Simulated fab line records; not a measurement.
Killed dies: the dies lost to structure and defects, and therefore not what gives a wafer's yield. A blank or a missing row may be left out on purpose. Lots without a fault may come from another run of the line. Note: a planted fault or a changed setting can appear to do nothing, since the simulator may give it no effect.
Struck lot and sound lot, side by side / flow n5 finfet / 42 out of 1938 route steps
Sound: the wafers L141.3, L141.4, L141.6. Wafers L136.1, L136.4, L136.5 were the ones struck. The cause is given at the end.
Each step with rows lists, per side, the tool, then ch with its chambers, then its first start. Under that, the readings that differ: sound wafers / struck wafers / difference of the means / sigmas: that difference in standard deviations of wafers without a fault.
alike: same words and numbers on both sides, and readings whose means sit less than 2 such deviations apart. not compared: any withheld reading, any reading some wafer has no value for, any bound like >300 that may hide the same value, and any number with overlapping values for which the record gives no deviation.
A row with sigmas, a row that says differs or no value, or rows on one side alone: a step with any of these is where the two part. Non-overlapping numbers with no deviation appear without sigmas and do not part them. A reading missing from all wafers of one side parts the sides only when that side holds two or more wafers.

first, 12 steps without rows for these wafers: N5_SD_EPI_N_STRIP_36 (strips in N2/H2); N5_SD_EPI_N_ETCHBACK_44 (etches SiNx in CH3F/O2, stops on SiO2, target depth 14.5 nm); N5_SD_EPI_N_ETCH_45 (etches SiOCN in CH3F/O2, target depth 6 nm); N5_SD_EPI_N_ETCH_16 (etches SiO2 in CHF3/O2, target depth 5 nm); N5_SD_EPI_N_STRIP_47 (strips in CHF3/O2); N5_SD_EPI_N_SD_RECESS_17 (chemistry HBr/Cl2/O2, target depth 41 nm, time 23.7 s, bt time 3 s); N5_SD_EPI_N_STRIP_38 (strips in N2/H2); N5_SD_EPI_N_WET_ETCH_43 (etches SiO2 in dHF, time 14 s, target depth 1.5 nm); N5_SD_EPI_N_STRIP_18 (strips in SPM, time 750 s); N5_SD_EPI_N_SRD_20 (time 30 s); N5_SD_EPI_N_PRECLEAN_48 (cleans in NF3:NH3, afs cycles 2, time 20 s, sublimation time 60 s); N5_SD_EPI_N_VAPOR_ETCH_50 (etches Si in HCl, time 54 s).
N5_SD_EPI_N_EPI_21: deposits Si:P, time 690 s.
  sound on epi rpcvd-03 ch 0, day 8 05:31; struck on epi rpcvd-01 ch 0, day 6 21:47
reading=epi growth time s (s); sound=690 690 690; struck=808.75 808.75 808.75; difference=+118.75; sigmas=
reading=model.Si-P_of_SD_EPI_N_EPI_21.thk nm (nm); sound=60.4 60 60; struck=65.8 66.2 65.8; difference=+5.8; sigmas=
N5_SD_EPI_N_EPI_MEAS_23:
  struck on film metro-01, day 6 23:29; sound on film metro-01, day 8 07:03
reading=thk nm (nm); sound=59.9 59.9 60.9; struck=65.1 66.4 65.6; difference=+5.5; sigmas=+5
then, 24 steps without rows for these wafers: N5_SD_EPI_N_PRECLEAN_24 (cleans in O3/DIW, time 60 s); N5_SD_EPI_N_SRD_25 (time 30 s); N5_SD_EPI_N_PRECLEAN_49 (cleans in NF3:NH3, afs cycles 1, time 20 s, sublimation time 60 s); N5_SD_EPI_N_LINER_46 (material SiNx, target thk 3 nm); N5_SD_EPI_P_COAT_34 (time 60 s, resist thk 350 nm); N5_SD_EPI_P_COAT_35 (time 60 s, resist thk 35 nm); N5_SD_EPI_P_COAT_03 (resist thk 150 nm); N5_SD_EPI_P_EBR_05; N5_SD_EPI_P_SOFTBAKE_04 (time 60 s); N5_SD_EPI_P_EXPOSE_06 (exposes mask SD P BLK, target cd 240 nm); N5_SD_EPI_P_PEB_07 (peb time 60 s); N5_SD_EPI_P_DEVELOP_08 (develop time 30 s); N5_SD_EPI_P_DESCUM_14 (chemistry O2, time 7.9 s); N5_SD_EPI_P_ETCH_36 (etches SiARC in CF4, target depth 45.5 nm, time 75.8 s); N5_SD_EPI_P_ETCH_37 (etches SOC in N2/H2, overetch 108 nm, time 486 s); N5_SD_EPI_P_STRIP_38 (strips in N2/H2); N5_SD_EPI_P_ETCHBACK_46 (etches SiNx in CH3F/O2, stops on SiO2, target depth 17.5 nm); N5_SD_EPI_P_ETCH_47 (etches SiOCN in CH3F/O2, target depth 25 nm); N5_SD_EPI_P_ETCH_16 (etches SiO2 in CHF3/O2, target depth 5 nm); N5_SD_EPI_P_STRIP_50 (strips in CHF3/O2); N5_SD_EPI_P_SD_RECESS_17 (chemistry HBr/Cl2/O2, target depth 39.1 nm, bt time 3 s); N5_SD_EPI_P_WET_ETCH_45 (etches SiO2 in dHF, time 10.7 s, target depth 2 nm, rinse time 30 s); N5_SD_EPI_P_STRIP_40 (strips in N2/H2); N5_SD_EPI_P_PRECLEAN_52 (cleans in O3/DIW, time 60 s).
N5_SD_EPI_P_PRECLEAN_24: cleans in O3/DIW, time 45 s.
  sound on wet bench-02 ch 4,5,7, day 8 11:37; struck on wet bench-02 ch 0,1,4, day 7 04:20
reading=model.Si-P_of_SD_EPI_N_EPI_21.thk nm (nm); sound=59.4 59.2 59.2; struck=64.8 65.4 64.8; difference=+5.7; sigmas=
N5_SD_ACTIVATION_RS_MEAS_03: uses a four-point probe to measure.
  struck on film metro-02, day 7 04:53; sound on film metro-01, day 8 12:10
reading=RS_SD_N (ohm/sq); sound=21.37 21.67 21.58; struck=19.73 19.42 19.68; difference=-1.93; sigmas=-7
  alike: RS_SD_P
-- here the record skips 5 days between the struck wafers' starts before and after, leaving off in module SD_ACTIVATION and picking up in module BEOL_M4 (first step shown: number 1111 of the route) --
N5_BEOL_M4_RC_MEAS_101:
  sound on prober-02 ch 0, day 13 13:25; struck on prober-01 ch 0, day 12 00:52
reading=RS_SD_N (ohm/sq); sound=27.9 27.9 28.0; struck=25.2 25.2 25.2; difference=-2.7; sigmas=-7
  alike: DIBL_N, DIBL_P, IOFF_N, IOFF_P, ION_N, ION_P, SS_N, SS_P, VT_N, VT_P
-- a jump in the record: the struck wafers' starts before and after are 5 days apart (it breaks off in module BEOL_M4 and resumes in module PASSIVATION, where the first step shown is number 1936 of the route) --
N5_PASSIVATION_PROBE_49:
  struck on prober-02, day 17 01:44; sound on prober-01, day 17 21:24
  alike: defect limited yield, killed_at_M0_to_M3, killed_at_M4_up, killed at contacts, killed at front end, killed at other, killed dies, killed on rim, killed open, killed short, sort_bin_5_function, sort_bin_6_memory, sort n pass, sort yield pct
  not compared: sort_bin_4_leakage

## WHERE THEY PART
Earliest at N5_SD_EPI_N_EPI_MEAS_23; latest, in this record, at N5_BEOL_M4_RC_MEAS_101. Later steps at which nothing parts them and some readings are alike: N5_PASSIVATION_PROBE_49.

WHY: what the simulator had put in
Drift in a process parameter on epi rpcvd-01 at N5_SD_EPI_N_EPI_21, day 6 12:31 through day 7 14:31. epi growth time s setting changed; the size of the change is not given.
